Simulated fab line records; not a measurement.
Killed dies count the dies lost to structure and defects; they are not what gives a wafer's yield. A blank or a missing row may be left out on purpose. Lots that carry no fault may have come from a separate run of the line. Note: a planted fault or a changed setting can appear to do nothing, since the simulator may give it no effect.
Chamber matching	flow nand harc	rie diel-02 running NHARC_A_STAIRCASE_ETCHBACK_422: 4 sister chambers
The step etches the open film in CH3F/O2, target depth 40 nm, time 74.286 s. 7 wafers are shown with their chamber, then 7 later ones without.

== WAFERS WITH THEIR CHAMBER ==
wafer	chamber	showerhead plenum p Torr (Torr)	drypump motor current A (A)
L076.4	0	2.32	6.3
L079.6	2	2.65	5.6
L081.2	3	2.47	5.7
L081.4	1	2.55	5.1
L081.6	2	2.65	5.7
L093.3	0	2.30	6.2
L093.4	1	2.53	5.1

== WAFERS WHOSE CHAMBER IS MISSING ==
wafer	showerhead plenum p Torr (Torr)	drypump motor current A (A)
L093.6	2.45	5.7
L094.1	2.30	6.3
L094.2	2.63	5.6
L094.4	2.45	5.7
L095.2	2.30	6.3
L095.3	2.53	5.1
L095.6	2.63	5.7

== WHICH CHAMBER EACH WENT THROUGH ==
wafer	from the rows above	in truth
L093.6	3	3
L094.1	0	0
L094.2	2	2
L094.4	3	3
L095.2	0	0
L095.3	1	1
L095.6	2	2
Correct placement for 7 of the 7. Not placeable from these rows: 0. Placed wrongly: 0.
How it was worked out, from the rows above alone: a wafer's distance from a chamber is the root of the sum, over the readings, of the square of ((its reading less the chamber's mean) divided by the reading's scatter). If the next closest chamber is less than 2 further off than the closest, the wafer can't be placed; otherwise it belongs to the closest. A chamber's mean is the mean of its shown wafers. The scatter is the square root of a quotient: the sum, over the shown wafers, of each reading's squared deviation from its chamber's mean, divided by wafers minus chambers.
